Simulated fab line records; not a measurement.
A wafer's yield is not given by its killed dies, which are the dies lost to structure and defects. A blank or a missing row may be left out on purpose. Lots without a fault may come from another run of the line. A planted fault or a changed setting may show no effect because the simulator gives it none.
Matching of chambers -- flow nandHarc -- NHARC_A_CHANNEL_FILL_D1_CMP_10 on cmp-03: 4 sister chambers
The step polishes, target thk 150 nm. 18 wafers are shown with their chamber, then 9 later ones without.

WAFERS PAIRED WITH THEIR CHAMBERS
wafer,chamber,motorCurrentA (A),edgeZonePressureFrac,timeToEndpointS (s)
L076.2,1,13.7,1.007,17.3
L076.5,1,14.4,1.009,19.0
L076.6,2,10.3,1.001,14.4
L081.1,1,12.7,0.999,11.4
L081.2,3,13.3,1.001,17.2
L081.6,0,14.9,0.999,14.7
L082.2,1,13.4,1.011,19.4
L082.4,0,14.6,0.997,17.8
L082.6,0,15.4,0.999,18.3
L087.2,1,14.1,1.007,18.7
L087.3,2,10.5,0.998,15.4
L087.5,3,14.0,0.995,16.6
L089.2,2,10.4,0.989,17.0
L089.3,1,14.0,1.001,19.3
L089.5,2,10.8,0.999,16.4
L090.1,3,14.1,1.008,19.7
L090.3,1,14.1,1.008,16.0
L090.5,2,10.6,0.996,15.3

SIGNATURES (averages over the wafers above)
reading,chamber 0,chamber 1,chamber 2,chamber 3,scatter within a chamber
motorCurrentA,14.967,13.771,10.520,13.800,0.448
edgeZonePressureFrac,0.99833,1.00600,0.99660,1.00133,0.00452
timeToEndpointS,16.933,17.300,15.700,17.833,2.19
Rule: a wafer's distance from a chamber is the root of the sum, over the readings, of the square of ((its reading less the chamber's mean) divided by the reading's scatter). If the next closest chamber is less than 2 further off than the closest, the wafer can't be placed; otherwise it belongs to the closest. The scatter is the square root of a quotient: the sum, over the shown wafers, of each reading's squared deviation from its chamber's mean, divided by wafers minus chambers.

WAFERS WITH NO CHAMBER GIVEN
wafer,motorCurrentA (A),edgeZonePressureFrac,timeToEndpointS (s)
L092.1,14.2,1.007,15.2
L092.4,10.0,1.005,14.9
L092.6,14.6,1.005,16.0
L095.3,14.0,1.000,14.0
L095.5,13.8,1.010,14.5
L095.6,15.1,1.000,13.4
L097.2,14.7,1.001,14.3
L097.3,14.5,0.992,14.9
L097.5,13.6,0.994,16.4

THE CHAMBER EACH PASSED THROUGH
wafer,from the rows above,in truth
L092.1,can't be placed: 1 or 3 or 0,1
L092.4,2,2
L092.6,can't be placed: 0 or 1 or 3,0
L095.3,can't be placed: 3 or 1 or 0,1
L095.5,can't be placed: 1 or 3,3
L095.6,can't be placed: 0 or 3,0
L097.2,can't be placed: 0 or 3 or 1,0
L097.3,can't be placed: 0 or 3 or 1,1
L097.5,can't be placed: 3 or 1 or 0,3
Correct placement for 1 of the 9. Can't be placed from these rows: 8 (the true chamber is among the candidates in 8). 0 placed wrongly.
